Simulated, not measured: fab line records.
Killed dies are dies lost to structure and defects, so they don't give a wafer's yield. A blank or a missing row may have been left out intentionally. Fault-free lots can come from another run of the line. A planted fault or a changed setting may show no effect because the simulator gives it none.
A lot that was struck, set against a sound lot || flow nand-harc || 40 out of 1159 route steps
Sound: wafers L495.2, L495.4, L495.6. Struck: wafer L486.4. (L486.1, L486.5 of the same lot were not struck and are left out.) The cause comes at the end.
Each step with rows lists, per side, the tool, then ch with its chambers, then its first start. Under that, the readings that differ: sound wafers || struck wafers || difference of the means || sigmas: that difference in standard deviations of wafers without a fault.
alike: words and numbers the same on both sides, and readings whose means are apart by under 2 such deviations; not compared: readings that were withheld, readings missing a value for some wafer, numbers with overlapping values and no deviation given by the record, and bounds like >300 which may hide the same value.
Wherever a step has rows on one side only, a row that says differs or no value, or a row with sigmas, the two part there. Numbers that don't overlap but have no deviation are shown without sigmas and don't part them. A reading missing from all wafers of one side parts the sides only when that side holds two or more wafers.

NHARC_A_BONDPAD_OVL_MEAS_35:
  sound on overlay-01, day 21 09:26; struck on overlay-02, day 19 02:41
{"reading": "overlay-y-nm (nm)", "sound": "6 7 6", "struck": -8, "difference": -14, "sigmas": -2}
  alike: overlay-x-nm
then, 2 steps without rows for these wafers: NHARC_A_BONDPAD_HARDBAKE_10 (time 65 s); NHARC_A_BONDPAD_DESCUM_11 (chemistry O2, time 3 s).
NHARC_A_BONDPAD_ETCH_34: etches the open film in N2/H2, target depth 60 nm, overetch 18 nm, time 65.91 s.
  sound on rie-diel-07 ch 1,2, day 21 09:38; struck on rie-diel-07 ch 0, day 19 02:54
  alike: drypump-motor-current-A, h2-flow-sccm, oes-product-au, rf-vpp-V, showerhead-plenum-p-Torr, throttle-valve-pct
  not compared: rf-hours-counter-h
then, 1 step without rows for these wafers: NHARC_A_BONDPAD_ETCH_12 (etches the open film in CHF3/O2, target depth 220 nm, time 110 s).
NHARC_A_BONDPAD_CD_MEAS_13:
  sound on cd-sem-01, day 21 09:52; struck on cd-sem-02, day 19 03:09
{"reading": "cd-nm (nm)", "sound": "496.8 500.1 498.0", "struck": 502.3, "difference": "+4.0", "sigmas": "+2"}
NHARC_A_BONDPAD_STRIP_15: strips in O2.
  sound on rie-diel-04 ch 1,2,3, day 21 09:56; struck on rie-diel-04 ch 0, day 19 03:15
  alike: drypump-motor-current-A, oes-product-au, rf-vpp-V, showerhead-plenum-p-Torr, throttle-valve-pct
  not compared: rf-hours-counter-h
NHARC_A_BONDPAD_ETCH_24: etches the open film in CF4/N2, target depth 30 nm, time 72.99 s.
  sound: rie-diel-04 ch 0,1; struck: rie-diel-04 ch 0
  alike: drypump-motor-current-A, oes-product-au, rf-vpp-V, showerhead-plenum-p-Torr, throttle-valve-pct
  not compared: rf-hours-counter-h
then, 4 steps without rows for these wafers: NHARC_A_BONDPAD_STRIP_16 (strips in post etch residue remover, time 600 s); NHARC_A_BONDPAD_DEGAS_25 (time 60 s); NHARC_A_BONDPAD_PRE_CLEAN_26 (time 30 s); NHARC_A_BONDPAD_PVD_17 (deposits TaN, target thk 5 nm, time 8.06 s).
NHARC_A_BONDPAD_PVD_27: deposits Cu, target thk 30 nm, time 20.49 s.
  sound on pvd-sputter-02, day 21 10:43; struck on pvd-sputter-01, day 19 04:01
  alike: chamber-pressure-pa, throttle-valve-pct
then, 1 step without rows for these wafers: NHARC_A_BONDPAD_ECD_18 (material Cu, target thk 400 nm).
NHARC_A_BONDPAD_ANNEAL_28: time 90 s.
  sound on rtp-anneal-01 ch 0, day 21 11:19; struck on rtp-anneal-02 ch 0, day 19 04:32
{"reading": "wafer_temp_C_max", "sound": "226.7 226.6 226.6", "struck": 225.8, "difference": -0.8, "sigmas": -3}
  alike: anneal-temp-c-max
then, 2 steps without rows for these wafers: NHARC_A_BONDPAD_CMP_19 (polishes, t overpolish 30 s, cu recess touch 16 s, target thk 169.8 nm); NHARC_A_BONDPAD_SRD_21 (time 30 s, dry time 20 s).
NHARC_A_BONDPAD_INSPECT_23:
  sound on defect-inspect-01, day 21 12:08; struck on defect-inspect-01, day 19 05:26
  alike: raw-defect-count
NHARC_HYBRID_BOND_ACTIVATE_00: chemistry N2, time 60 s.
  the record has rows for the sound wafers here (rie-diel-06 ch 1,2,3, day 21 12:13) and none for the struck ones
then, 4 steps without rows for these wafers: NHARC_HYBRID_BOND_PRECLEAN_01 (cleans in DIW, time 300 s); NHARC_HYBRID_BOND_SRD_02 (time 30 s, dry time 20 s); NHARC_HYBRID_BOND_BOND_03; NHARC_HYBRID_BOND_ANNEAL_04 (time 7200 s).
NHARC_HYBRID_BOND_OVL_MEAS_05:
  the record has rows for the sound wafers here (overlay-01, day 21 18:43) and none for the struck ones
NHARC_HYBRID_BOND_INSPECT_06: inspects for defects (ir void).
  the record has rows for the sound wafers here (defect-inspect-01, day 21 18:46) and none for the struck ones
then, 2 steps without rows for these wafers: NHARC_THIN_TSV_GRIND_00; NHARC_THIN_TSV_CMP_01 (polishes).
NHARC_THIN_TSV_THK_MEAS_02: measures by ir.
  the record has rows for the sound wafers here (film-metro-02, day 21 21:37) and none for the struck ones
then, 11 steps without rows for these wafers: NHARC_THIN_TSV_SRD_03; NHARC_THIN_TSV_PRECLEAN_41 (cleans in SC1); NHARC_THIN_TSV_SRD_42; NHARC_THIN_TSV_DEP_43 (deposits SiO2, target thk 1328.5 nm); NHARC_THIN_TSV_DEHYDRATE_04 (time 120 s); NHARC_THIN_TSV_HMDS_05 (time 30 s); NHARC_THIN_TSV_COAT_06; NHARC_THIN_TSV_SOFTBAKE_07 (time 95 s); NHARC_THIN_TSV_EBR_08; NHARC_THIN_TSV_EXPOSE_09 (exposes mask TSV); NHARC_THIN_TSV_PEB_10 (peb time 85 s).
NHARC_END_SORT_01:
  here the record holds rows for the struck wafers (prober-02 ch 0, day 20 13:24) but none for the sound ones

== WHERE THEY PART ==
Earliest at NHARC_A_BONDPAD_OVL_MEAS_35; latest, in this record, at NHARC_END_SORT_01.

WHY: what had been put in by the simulator
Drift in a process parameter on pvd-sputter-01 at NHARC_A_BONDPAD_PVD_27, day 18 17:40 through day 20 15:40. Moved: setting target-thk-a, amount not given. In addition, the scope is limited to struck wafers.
